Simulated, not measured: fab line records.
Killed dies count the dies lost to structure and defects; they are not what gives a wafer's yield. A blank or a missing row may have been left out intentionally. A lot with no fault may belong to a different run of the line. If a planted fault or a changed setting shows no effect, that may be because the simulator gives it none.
fab line records    flow n5Finfet
[record] lots = 7  wafers = 21
route steps=1938 shown BEOL_M1@770 BEOL_M2@841 BEOL_M3@957 BEOL_M4@1023 BEOL_M5@1140
startH: the number of hours between the record's first day and the start of the first shown wafer of the lot    waitH: how many hours have passed since the lot's step before this one    " the same as in the row above    L1.1+2: a single row standing in for several wafers    - value missing, or start not given    * or withheld: withheld    < > ~ a bound
route shown NAME@n: a module of which the file shows steps, and the number in the route of the first    usual: average and standard deviation across the fault-free wafers    same: alike in all rows    chamber/n: place in a boat    sites: each site's reading    _std_site: standard deviation of those values    _edge_site: the outer-site mean with the inner-site mean subtracted    radiusMm: for every site, how far away it sits from the centre of the wafer    mask NAME#n: copy n    behind: tool/chamber where the wafer was last shaped    hold: reason for holding the lot/hours on hold/outcome of the hold    device: transistor that didn't switch, given as n, p or np    end of line: tests of these same wafers at the route's end    a step with no rows: only its recipe    killed: count of dies lost to structure and defects at first sort (not the wafer's yield)    map: a wafer's dies, x killed, . not, _ none there
set.NAME: setting as actually run; set.NAME@STEP: the setting as run at that earlier step    model.NAME: the simulator's own value behind a step, which no gauge read
lots whose settings were changed on purpose; a table a step, a row a wafer
[[steps]]
[step N5_BEOL_M1_ETCH_64]
[recipe] chemistry = N2/H2  target = SOC  targetDepthA = 750  overetchA = 150  maskMaterial = SiARC  tempC = 40  timeS = 112.5  ionEnergyEv = 200  pressureMtorr = 30  sourceW = 840  biasW = 150  n2FlowSccm = 200  h2FlowSccm = 200
[usual] rfVppV = 523/3
lot.wafer  tool        chamber  startH  waitH  set.biasW  rfVppV  model.SiARC_of_BEOL_M1_COAT_62.thkNm
L075.1     rieDiel-03  1        131.40  0.0    150        520     6.6
L075.2     "           0        "       "      157.5      543     6.4
L075.4     "           3        "       "      157.5      536     6.2
L081.2     rieDiel-01  0        163.72  0.0    150        523     7.2
L081.4     "           3        "       "      150        524     6.8
L081.6     "           3        "       "      150        523     6.8
L084.1     rieDiel-01  2        179.85  0.0    150        527     7
L084.5     "           2        "       "      164        556     6.4
L084.6     "           3        "       "      150        525     6.8
L086.1     rieDiel-06  3        198.13  0.0    150        518     6.8
L086.4     "           0        "       "      130.3      475     7.6
L086.5     "           0        "       "      130.3      477     7.6
L090.1     rieDiel-01  0        217.83  0.0    150        522     7
L090.2     "           1        "       "      150        525     6.8
L090.4     "           2        "       "      150        527     7
L095.1     rieDiel-03  1        257.07  0.0    150        520     6.8
L095.2     "           3        "       "      128.8      473     7.6
L095.3     "           2        "       "      128.8      477     7.8
L096.1     rieDiel-03  1        262.99  0.0    150        519     6.8
L096.2     "           0        "       "      150        526     6.8
L096.6     "           0        "       "      150        526     6.8
[step N5_BEOL_M2_ILD_DEP_00]
[recipe] material = SiOC  targetThkA = 790  tempC = 350  precursor = DEMS/O2  pressureTorr = 5  rfW = 500  timeS = 15.3
lot.wafer  tool      chamber  startH  waitH  set.timeS  model.SiOC_of_BEOL_M2_ILD_DEP_00.thkNm
L075.1     pecvd-03  0        138.55  0.0    15.3       79.2
L075.2     "         1        "       "      15.3       77.6
L075.4     "         1        "       "      15.3       78.2
L081.2     pecvd-03  2        172.47  0.0    15.3       78.4
L081.4     "         2        "       "      15.3       79.8
L081.6     "         1        "       "      15.3       77.6
L084.1     pecvd-04  1        187.48  0.0    15.3       78.8
L084.5     "         2        "       "      15.3       79.6
L084.6     "         0        "       "      15.3       79.8
L086.1     pecvd-03  1        204.79  0.0    15.3       77.2
L086.4     "         0        "       "      15.3       78.6
L086.5     "         1        "       "      15.3       78.4
L090.1     pecvd-03  1        229.29  0.0    15.3       77.2
L090.2     "         0        "       "      15.3       77.6
L090.4     "         1        "       "      15.3       78.6
L095.1     pecvd-01  0        267.21  0.0    15.3       79
L095.2     "         2        "       "      15.3       78.8
L095.3     "         1        "       "      16.73      85.6
L096.1     pecvd-01  1        270.48  0.0    15.3       77
L096.2     "         0        "       "      15.3       79.8
L096.6     "         2        "       "      16.49      85.4
[step N5_BEOL_M2_THK_MEAS_01]
[recipe] reads = SiOC_of_BEOL_M2_ILD_DEP_00
[usual] M2_ILD_THK = 79.1/1.1
lot.wafer  tool          chamber  startH  waitH  set.timeS@BEOL_M2_ILD_DEP_00  M2_ILD_THK[nm]
L075.1     filmMetro-02  -        138.62  0.0    15.3                          79.3
L075.2     "             -        "       "      15.3                          77.6
L075.4     "             -        "       "      15.3                          78.1
L081.2     filmMetro-02  -        172.54  0.1    15.3                          78.3
L081.4     "             -        "       "      15.3                          79.8
L081.6     "             -        "       "      15.3                          77.6
L084.1     filmMetro-02  -        187.55  0.0    15.3                          78.9
L084.5     "             -        "       "      15.3                          79.6
L084.6     "             -        "       "      15.3                          79.9
L086.1     filmMetro-01  -        204.87  0.1    15.3                          77.3
L086.4     "             -        "       "      15.3                          78.7
L086.5     "             -        "       "      15.3                          78.3
L090.1     filmMetro-01  -        229.37  0.1    15.3                          77.2
L090.2     "             -        "       "      15.3                          77.6
L090.4     "             -        "       "      15.3                          78.5
L095.1     filmMetro-01  -        267.28  0.0    15.3                          79.1
L095.2     "             -        "       "      15.3                          78.7
L095.3     "             -        "       "      16.73                         85.6
L096.1     filmMetro-01  -        270.54  0.0    15.3                          76.9
L096.2     "             -        "       "      15.3                          79.8
L096.6     "             -        "       "      16.49                         85.3
[step N5_BEOL_M2_DESCUM_33]
[recipe] chemistry = O2  timeS = 7  sourcePowerW = 50  biasPowerW = 20  pressureMtorr = 20  rfFrequencyHz = 2.712e+07  tempC = 40  resist = CAR-EUV  o2FlowSccm = 225
lot.wafer   tool        chamber  startH  waitH  set.timeS  model.CAR-EUV_of_BEOL_M2_COAT_22.thkNm
L075.1+2+4  rieDiel-02  0,2,2    140.65  0.1    7          26
L081.2      rieDiel-04  2        175.27  0.1    7          25.8
L081.4+6    "           3,0      "       "      7          26
L084.1      rieDiel-02  3        192.75  0.0    7          26
L084.5      "           3        "       "      6.398      26.2
L084.6      "           2        "       "      6.398      26.4
L086.1+4+5  rieDiel-02  0,3,0    208.44  0.0    7          26
L090.1      rieDiel-02  1        233.05  0.5    6.443      26.2
L090.2      "           2        "       "      7          25.8
L090.4      "           1        "       "      7          26
L095.1      rieDiel-02  0        270.96  0.0    8.17       25.2
L095.2      "           2        "       "      8.17       25.6
L095.3      "           1        "       "      7          26.2
L096.1+2    rieDiel-04  0,3      273.58  0.0    7          26
L096.6      "           1        "       "      6.331      26.2
[step N5_BEOL_M3_COAT_67]
[recipe] resist = SOC  tempC = 250  timeS = 60  spinRpm = 1500  resistThkNm = 60
lot.wafer  tool           chamber  startH  waitH  set.spinRpm  model.SOC_of_BEOL_M3_COAT_67.thkNm
L075.1     lithoTrack-03  0        158.20  0.0    1500         60.2
L075.2     "              0        "       "      1500         59.8
L075.4     "              0        "       "      1640         57.2
L081.2+6   lithoTrack-01  0        183.51  0.0    1500         59.8
L081.4     "              0        "       "      1500         60
L084.1+5   lithoTrack-03  0        201.42  0.0    1500         60.2
L084.6     "              0        "       "      1379         62.8
L086.1     lithoTrack-03  0        217.58  0.0    1626         57.8
L086.4     "              0        "       "      1500         60
L086.5     "              0        "       "      1500         59.8
L090.1     lithoTrack-03  0        241.23  0.0    1500         60
L090.2+4   "              0        "       "      1638         57.4
L095.1     lithoTrack-01  0        279.39  0.0    1500         59.8
L095.2     "              0        "       "      1500         60
L095.3     "              0        "       "      1425         61.6
L096.1     lithoTrack-01  0        286.56  0.0    1372         62.8
L096.2     "              0        "       "      1500         60.2
L096.6     "              0        "       "      1500         60
[step N5_BEOL_M3_COAT_76]
[recipe] resist = underlayer  tempC = 205  timeS = 60  spinRpm = 1500  resistThkNm = 5
lot.wafer   tool           chamber  startH  waitH  set.spinRpm
L075.1+2    lithoTrack-03  0        -       -      1448
L075.4      "              0        "       "      1500
L081.2+4+6  lithoTrack-01  0        -       -      1500
L084.1+5+6  lithoTrack-03  0        -       -      1500
L086.1+4+5  lithoTrack-03  0        -       -      1500
L090.1+4    lithoTrack-03  0        -       -      1500
L090.2      "              0        "       "      1420
L095.1+2+3  lithoTrack-01  0        -       -      1602
L096.1+2    lithoTrack-01  0        -       -      1553
L096.6      "              0        "       "      1500
[step N5_BEOL_M3_COAT_22]
[recipe] resist = CAR-EUV  spinRpm = 1500  resistThkNm = 30
[step N5_BEOL_M3_EBR_24]
[recipe] solvent = PGMEA  ebrWidthMm = 1.5
[step N5_BEOL_M3_DESCUM_33]
[recipe] chemistry = O2  timeS = 7  sourcePowerW = 50  biasPowerW = 20  pressureMtorr = 20  rfFrequencyHz = 2.712e+07  tempC = 40  resist = CAR-EUV  o2FlowSccm = 225
[step N5_BEOL_M3_ETCH_77]
[recipe] chemistry = N2/H2  target = underlayer  targetDepthA = 65  maskMaterial = CAR-EUV  timeS = 5.2  ionEnergyEv = 200  pressureMtorr = 30  sourceW = 840  biasW = 150  n2FlowSccm = 200  h2FlowSccm = 200  ends = cleared
lot.wafer  tool        chamber  startH  waitH  set.spinRpm@BEOL_M3_COAT_76  model.etch.depthNm
L075.1     rieDiel-01  2        159.52  0.0    1448                         5.094
L075.2     "           3        "       "      1448                         5.077
L075.4     "           0        "       "      1500                         4.99
L081.2     rieDiel-06  0        183.95  0.0    1500                         4.996
L081.4     "           2        "       "      1500                         5.015
L081.6     "           1        "       "      1500                         4.995
L084.1     rieDiel-03  3        202.70  0.0    1500                         4.995
L084.5     "           1        "       "      1500                         4.991
L084.6     "           0        "       "      1500                         5.013
L086.1     rieDiel-06  0        218.03  0.0    1500                         5.007
L086.4     "           1        "       "      1500                         5.006
L086.5     "           3        "       "      1500                         5.011
L090.1     rieDiel-06  0        241.74  0.0    1500                         4.982
L090.2     "           3        "       "      1420                         5.127
L090.4     "           2        "       "      1500                         4.985
L095.1     rieDiel-06  3        279.83  0.0    1602                         4.826
L095.2     "           0        "       "      1602                         4.833
L095.3     "           1        "       "      1602                         4.824
L096.1     rieDiel-06  0        287.12  0.0    1553                         4.933
L096.2     "           2        "       "      1553                         4.936
L096.6     "           2        "       "      1500                         5.006
[step N5_BEOL_M3_ETCH_69]
[recipe] chemistry = CF4  target = SiARC  targetDepthA = 156  maskMaterial = CAR-EUV  timeS = 26  ionEnergyEv = 80  pressureMtorr = 40  sourceW = 545  biasW = 36  Ar_flow_sccm = 100  cf4FlowSccm = 100  ends = cleared
[step N5_BEOL_M3_ALD_98]
[recipe] material = SiO2  targetThkA = 25  tempC = 100  aldPrecursorFamily = BDEAS  aldCoReactant = O2-plasma  pulseTimeS = 1  coReactantPulseTimeS = 1  purgeTimeS = 2  coReactantPurgeTimeS = 2  aldCycles = 17  pressureTorr = 2
[step N5_BEOL_M3_ETCHBACK_99]
[recipe] chemistry = CHF3  target = SiO2  targetDepthA = 50  timeS = 10.4  sourceW = 215  biasW = 47  Ar_flow_sccm = 200  CHF3_flow_sccm = 12  ionEnergyEv = 100  pressureMtorr = 30
[step N5_BEOL_M3_ETCH_70]
[recipe] chemistry = N2/H2  target = SOC  targetDepthA = 800  overetchA = 160  maskMaterial = SiARC  tempC = 40  timeS = 120  ionEnergyEv = 200  pressureMtorr = 30  sourceW = 840  biasW = 150  n2FlowSccm = 200  h2FlowSccm = 200
lot.wafer  tool        chamber  startH  waitH  set.spinRpm@BEOL_M3_COAT_67  model.etch.depthNm
L075.1     rieDiel-01  1        159.93  0.0    1500                         60.12
L075.2     "           0        "       "      1500                         59.81
L075.4     "           2        "       "      1640                         57.25
L081.2     rieDiel-06  3        186.40  0.0    1500                         59.78
L081.4     "           1        "       "      1500                         59.94
L081.6     "           3        "       "      1500                         59.73
L084.1     rieDiel-01  1        206.62  0.0    1500                         60.17
L084.5     "           2        "       "      1500                         60.2
L084.6     "           1        "       "      1379                         62.73
L086.1     rieDiel-06  0        218.81  0.0    1626                         57.79
L086.4     "           0        "       "      1500                         60.08
L086.5     "           3        "       "      1500                         59.87
L090.1     rieDiel-06  2        262.62  0.0    1500                         60.04
L090.2     "           0        "       "      1638                         57.4
L090.4     "           3        "       "      1638                         57.39
L095.1     rieDiel-03  1        282.22  0.0    1500                         59.83
L095.2     "           3        "       "      1500                         59.96
L095.3     "           0        "       "      1425                         61.65
L096.1     rieDiel-03  0        289.64  0.0    1372                         62.86
L096.2     "           1        "       "      1500                         60.17
L096.6     "           1        "       "      1500                         60.06
[step N5_BEOL_M3_STRIP_71]
[recipe] chemistry = N2/H2  tempC = 40  n2FlowSccm = 200  h2FlowSccm = 200  rfFrequencyHz = 6e+07
[step N5_BEOL_M3_STRIP_78]
[recipe] chemistry = N2/H2  tempC = 40  n2FlowSccm = 200  h2FlowSccm = 200  rfFrequencyHz = 6e+07
[step N5_BEOL_M3_VIA_ETCH_34]
[recipe] chemistry = C4F6/O2  targetDepthA = 694  maskMaterial = SOC  pressureMtorr = 15  ionEnergyEv = 250  taperDeg = 4  timeS = 65.9  sourceW = 350  biasW = 170  Ar_flow_sccm = 300  C4F6_flow_sccm = 10  O2_flow_sccm = 10
lot.wafer  tool        chamber  startH  waitH  set.spinRpm@BEOL_M3_COAT_67  model.SOC_of_BEOL_M3_COAT_67.thkNm
L075.1+2   rieDiel-01  1,0      160.03  0.0    1500                         52
L075.4     "           2        "       "      1640                         49
L081.2+6   rieDiel-06  3        186.50  0.0    1500                         51.4
L081.4     "           1        "       "      1500                         52
L084.1+5   rieDiel-01  1,2      206.73  0.0    1500                         52
L084.6     "           1        "       "      1379                         54.6
L086.1     rieDiel-06  0        218.91  0.0    1626                         49.6
L086.4     "           0        "       "      1500                         51.8
L086.5     "           3        "       "      1500                         51.6
L090.1     rieDiel-06  2        262.72  0.0    1500                         51.8
L090.2     "           0        "       "      1638                         49.4
L090.4     "           3        "       "      1638                         49.2
L095.1+2   rieDiel-03  1,3      282.32  0.0    1500                         52
L095.3     "           0        "       "      1425                         53.6
L096.1     rieDiel-03  0        289.74  0.0    1372                         54.8
L096.2     "           1        "       "      1500                         52.4
L096.6     "           1        "       "      1500                         52.2
[step N5_BEOL_M4_PECVD_72]
[recipe] material = SiO2  targetThkA = 160  tempC = 400  precursor = TEOS/O2  pressureTorr = 5.5  rfW = 450  teosFlowSccm = 53.8  gas = O2  flowSccm = 3000  timeS = 18
lot.wafer  tool      chamber  startH  waitH  set.tempC  model.SiO2_of_BEOL_M4_PECVD_72.thkNm
L075.1     pecvd-04  0        164.02  0.0    386.4      17
L075.2     "         1        "       "      400        16
L075.4     "         1        "       "      400        15.8
L081.2+6   pecvd-03  0        191.89  0.0    400        16.4
L081.4     "         1        "       "      400        16.6
L084.1     pecvd-04  1        211.21  0.0    400        15.8
L084.5+6   "         1,0      "       "      400        16
L086.1+4   pecvd-02  1,2      224.79  0.0    415.2      14.4
L086.5     "         0        "       "      400        15.8
L090.1     pecvd-03  1        267.99  0.0    400        16
L090.2+4   "         2,0      "       "      400        16.2
L095.1+3   pecvd-02  1,2      289.06  0.0    407.2      15
L095.2     "         0        "       "      400        15.8
L096.1     pecvd-02  1        294.58  0.0    400        15.8
L096.2     "         2        "       "      400        15.6
L096.6     "         0        "       "      384.1      17.8
[step N5_BEOL_M4_COAT_62]
[recipe] resist = SiARC  tempC = 220  timeS = 60  spinRpm = 1500  resistThkNm = 12
lot.wafer   tool           chamber  startH  waitH  set.spinRpm  model.SiARC_of_BEOL_M4_COAT_62.thkNm
L075.1+4    lithoTrack-03  0        -       -      1400         12.4
L075.2      "              0        "       "      1500         12
L081.2+4+6  lithoTrack-05  0        -       -      1500         12
L084.1      lithoTrack-05  0        -       -      1621         11.4
L084.5      "              0        "       "      1500         12
L084.6      "              0        "       "      1500         11.8
L086.1+5    lithoTrack-03  0        -       -      1389         12.4
L086.4      "              0        "       "      1500         12
L090.1+4    lithoTrack-02  0        -       -      1334         12.6
L090.2      "              0        "       "      1500         12
L095.1      lithoTrack-02  0        -       -      1500         12
L095.2+3    "              0        "       "      1416         12.4
L096.1      lithoTrack-05  0        -       -      1500         12
L096.2+6    "              0        "       "      1369         12.6
[step N5_BEOL_M4_COAT_73]
[recipe] resist = underlayer  tempC = 205  timeS = 60  spinRpm = 1500  resistThkNm = 5
[step N5_BEOL_M4_COAT_05]
[recipe] resist = CAR-EUV  spinRpm = 1500  resistThkNm = 30
[step N5_BEOL_M4_DESCUM_16]
[recipe] chemistry = O2  timeS = 7  sourcePowerW = 50  biasPowerW = 20  pressureMtorr = 20  rfFrequencyHz = 2.712e+07  tempC = 40  resist = CAR-EUV  o2FlowSccm = 225
[step N5_BEOL_M4_ETCH_74]
[recipe] chemistry = N2/H2  target = underlayer  targetDepthA = 65  maskMaterial = CAR-EUV  timeS = 5.2  ionEnergyEv = 200  pressureMtorr = 30  sourceW = 840  biasW = 150  n2FlowSccm = 200  h2FlowSccm = 200  ends = cleared
[step N5_BEOL_M4_ETCH_63]
[recipe] chemistry = CF4  target = SiARC  targetDepthA = 156  maskMaterial = CAR-EUV  timeS = 26  ionEnergyEv = 80  pressureMtorr = 40  sourceW = 545  biasW = 36  Ar_flow_sccm = 100  cf4FlowSccm = 100  ends = cleared
lot.wafer  tool        chamber  startH  waitH  set.spinRpm@BEOL_M4_COAT_62  model.etch.depthNm
L075.1     rieDiel-02  1        165.38  0.0    1400                         12.45
L075.2     "           0        "       "      1500                         12.02
L075.4     "           2        "       "      1400                         12.47
L081.2     rieDiel-02  1        193.17  0.0    1500                         12.02
L081.4     "           0        "       "      1500                         11.98
L081.6     "           0        "       "      1500                         12.03
L084.1     rieDiel-05  1        212.24  0.0    1621                         11.48
L084.5     "           1        "       "      1500                         11.91
L084.6     "           2        "       "      1500                         11.9
L086.1     rieDiel-04  2        225.71  0.0    1389                         12.43
L086.4     "           3        "       "      1500                         12.01
L086.5     "           0        "       "      1389                         12.48
L090.1     rieDiel-02  3        270.42  0.0    1334                         12.68
L090.2     "           1        "       "      1500                         11.93
L090.4     "           0        "       "      1334                         12.67
L095.1     rieDiel-02  3        290.66  0.0    1500                         12.06
L095.2+3   "           1,2      "       "      1416                         12.33
L096.1     rieDiel-02  0        297.09  0.0    1500                         12.03
L096.2     "           1        "       "      1369                         12.52
L096.6     "           0        "       "      1369                         12.57
[step N5_BEOL_M4_ETCH_64]
[recipe] chemistry = N2/H2  target = SOC  targetDepthA = 750  overetchA = 225  maskMaterial = SiARC  tempC = 40  timeS = 121.9  ionEnergyEv = 200  pressureMtorr = 30  sourceW = 840  biasW = 150  n2FlowSccm = 200  h2FlowSccm = 200
lot.wafer  tool        chamber  startH  waitH  set.spinRpm@BEOL_M4_COAT_62  model.SiARC_of_BEOL_M4_COAT_62.thkNm
L075.1     rieDiel-02  1        165.41  0.0    1400                         7
L075.2     "           0        "       "      1500                         6.6
L075.4     "           2        "       "      1400                         7.2
L081.2+6   rieDiel-02  1,0      193.20  0.0    1500                         6.6
L081.4     "           0        "       "      1500                         6.4
L084.1     rieDiel-05  1        212.27  0.0    1621                         6.2
L084.5+6   "           1,2      "       "      1500                         6.6
L086.1     rieDiel-04  2        225.74  0.0    1389                         7.2
L086.4     "           3        "       "      1500                         6.4
L086.5     "           0        "       "      1389                         7
L090.1     rieDiel-02  3        270.45  0.0    1334                         7.6
L090.2     "           1        "       "      1500                         6.6
L090.4     "           0        "       "      1334                         7.2
L095.1     rieDiel-02  3        290.69  0.0    1500                         7
L095.2+3   "           1,2      "       "      1416                         7
L096.1     rieDiel-02  0        297.12  0.0    1500                         6.4
L096.2     "           1        "       "      1369                         7.2
L096.6     "           0        "       "      1369                         7
[step N5_BEOL_M4_COAT_22]
[recipe] resist = CAR-EUV  spinRpm = 1500  resistThkNm = 30
lot.wafer   tool           chamber  startH  waitH  set.spinRpm  model.CAR-EUV_of_BEOL_M4_COAT_22.thkNm
L075.1      lithoTrack-05  0        -       -      1347         31.4
L075.2+4    "              0        "       "      1500         29.8
L081.2+4    lithoTrack-02  0        -       -      1500         29.8
L081.6      "              0        "       "      1500         30
L084.1+6    lithoTrack-03  0        -       -      1500         30.2
L084.5      "              0        "       "      1347         32
L086.1      lithoTrack-02  0        -       -      1500         30
L086.4+5    "              0        "       "      1500         29.8
L090.1+2+4  lithoTrack-05  0        -       -      1408         30.8
L095.1+3    lithoTrack-05  0        -       -      1500         30
L095.2      "              0        "       "      1500         29.8
L096.1      lithoTrack-05  0        -       -      1500         30
L096.2+6    "              0        "       "      1333         31.8
[step N5_BEOL_M4_EBR_24]
[recipe] solvent = PGMEA  ebrWidthMm = 1.5
[step N5_BEOL_M4_SOFTBAKE_23]
[recipe] tempC = 110  timeS = 60  resist = CAR-EUV
[step N5_BEOL_M4_DESCUM_33]
[recipe] chemistry = O2  timeS = 7  sourcePowerW = 50  biasPowerW = 20  pressureMtorr = 20  rfFrequencyHz = 2.712e+07  tempC = 40  resist = CAR-EUV  o2FlowSccm = 225
lot.wafer   tool        chamber  startH  waitH  set.spinRpm@BEOL_M4_COAT_22  model.CAR-EUV_of_BEOL_M4_COAT_22.thkNm
L075.1      rieDiel-05  0        166.83  0.7    1347                         27.4
L075.2      "           3        "       "      1500                         25.8
L075.4      "           1        "       "      1500                         26
L081.2+4    rieDiel-05  2,1      194.71  0.4    1500                         26
L081.6      "           1        "       "      1500                         26.2
L084.1      rieDiel-05  0        213.21  0.1    1500                         26.2
L084.5      "           1        "       "      1347                         28
L084.6      "           0        "       "      1500                         26
L086.1+4+5  rieDiel-04  2,2,0    226.69  0.1    1500                         26
L090.1+2+4  rieDiel-05  3,0,2    271.84  0.6    1408                         26.8
L095.1      rieDiel-04  2        292.88  1.2    1500                         26
L095.2      "           1        "       "      1500                         25.8
L095.3      "           3        "       "      1500                         26.2
L096.1      rieDiel-02  1        298.56  0.6    1500                         26.2
L096.2      "           2        "       "      1333                         28
L096.6      "           2        "       "      1333                         27.8
[step N5_BEOL_M5_COAT_66]
[recipe] resist = SiARC  tempC = 220  timeS = 60  spinRpm = 1500  resistThkNm = 12
lot.wafer   tool           chamber  startH  waitH  set.spinRpm  model.SiARC_of_BEOL_M5_COAT_66.thkNm
L075.1+2+4  lithoTrack-04  0        -       -      1500         12
L081.2+4+6  lithoTrack-05  0        -       -      1500         12
L084.1+5+6  lithoTrack-05  0        -       -      1403         12.4
L086.1+4    lithoTrack-05  0        -       -      1386         12.6
L086.5      "              0        "       "      1386         12.4
L090.1+2+4  lithoTrack-05  0        -       -      1500         12
L095.1+3    lithoTrack-04  0        -       -      1573         11.6
L095.2      "              0        "       "      1500         12
L096.1+6    lithoTrack-01  0        -       -      1500         12
L096.2      "              0        "       "      1359         12.6
[[key]]
[split] step = N5_BEOL_M1_ETCH_64  setting = biasW  stated = 150  by = wafer
[response] step = N5_BEOL_M1_ETCH_64  reading = rfVppV  change = +3.27  per = 1%  r = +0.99
[response] step = N5_BEOL_M1_ETCH_64  reading = model.SiARC_of_BEOL_M1_COAT_62.thkNm  change = -0.0607  per = 1%  r = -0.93
[split] step = N5_BEOL_M2_ILD_DEP_00  setting = timeS  stated = 15.3  by = wafer
[response] step = N5_BEOL_M2_ILD_DEP_00  reading = model.SiOC_of_BEOL_M2_ILD_DEP_00.thkNm  change = +0.792  per = 1%  r = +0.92
[response] step = N5_BEOL_M2_THK_MEAS_01  reading = M2_ILD_THK  change = +0.789  per = 1%  r = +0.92
[split] step = N5_BEOL_M2_DESCUM_33  setting = timeS  stated = 7  by = wafer
[response] step = N5_BEOL_M2_DESCUM_33  reading = model.CAR-EUV_of_BEOL_M2_COAT_22.thkNm  change = -0.0399  per = 1%  r = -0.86
[split] step = N5_BEOL_M3_COAT_67  setting = spinRpm  stated = 1500  by = wafer
[response] step = N5_BEOL_M3_COAT_67  reading = model.SOC_of_BEOL_M3_COAT_67.thkNm  change = -0.297  per = 1%  r = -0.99
[response] step = N5_BEOL_M3_ETCH_70  reading = model.etch.depthNm  change = -0.298  per = 1%  r = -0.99
[response] step = N5_BEOL_M3_VIA_ETCH_34  reading = model.SOC_of_BEOL_M3_COAT_67.thkNm  change = -0.294  per = 1%  r = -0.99
[split] step = N5_BEOL_M3_COAT_76  setting = spinRpm  stated = 1500  by = wafer
[response] step = N5_BEOL_M3_ETCH_77  reading = model.etch.depthNm  change = -0.0254  per = 1%  r = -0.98
[split] step = N5_BEOL_M4_PECVD_72  setting = tempC  stated = 400  by = wafer
[response] step = N5_BEOL_M4_PECVD_72  reading = model.SiO2_of_BEOL_M4_PECVD_72.thkNm  change = -0.418  per = 1%  r = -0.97
[split] step = N5_BEOL_M4_COAT_62  setting = spinRpm  stated = 1500  by = wafer
[response] step = N5_BEOL_M4_COAT_62  reading = model.SiARC_of_BEOL_M4_COAT_62.thkNm  change = -0.0603  per = 1%  r = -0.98
[response] step = N5_BEOL_M4_ETCH_63  reading = model.etch.depthNm  change = -0.0603  per = 1%  r = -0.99
[response] step = N5_BEOL_M4_ETCH_64  reading = model.SiARC_of_BEOL_M4_COAT_62.thkNm  change = -0.0677  per = 1%  r = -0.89
[split] step = N5_BEOL_M4_COAT_22  setting = spinRpm  stated = 1500  by = wafer
[response] step = N5_BEOL_M4_COAT_22  reading = model.CAR-EUV_of_BEOL_M4_COAT_22.thkNm  change = -0.165  per = 1%  r = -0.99
[response] step = N5_BEOL_M4_DESCUM_33  reading = model.CAR-EUV_of_BEOL_M4_COAT_22.thkNm  change = -0.161  per = 1%  r = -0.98
[split] step = N5_BEOL_M5_COAT_66  setting = spinRpm  stated = 1500  by = wafer
[response] step = N5_BEOL_M5_COAT_66  reading = model.SiARC_of_BEOL_M5_COAT_66.thkNm  change = -0.0677  per = 1%  r = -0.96
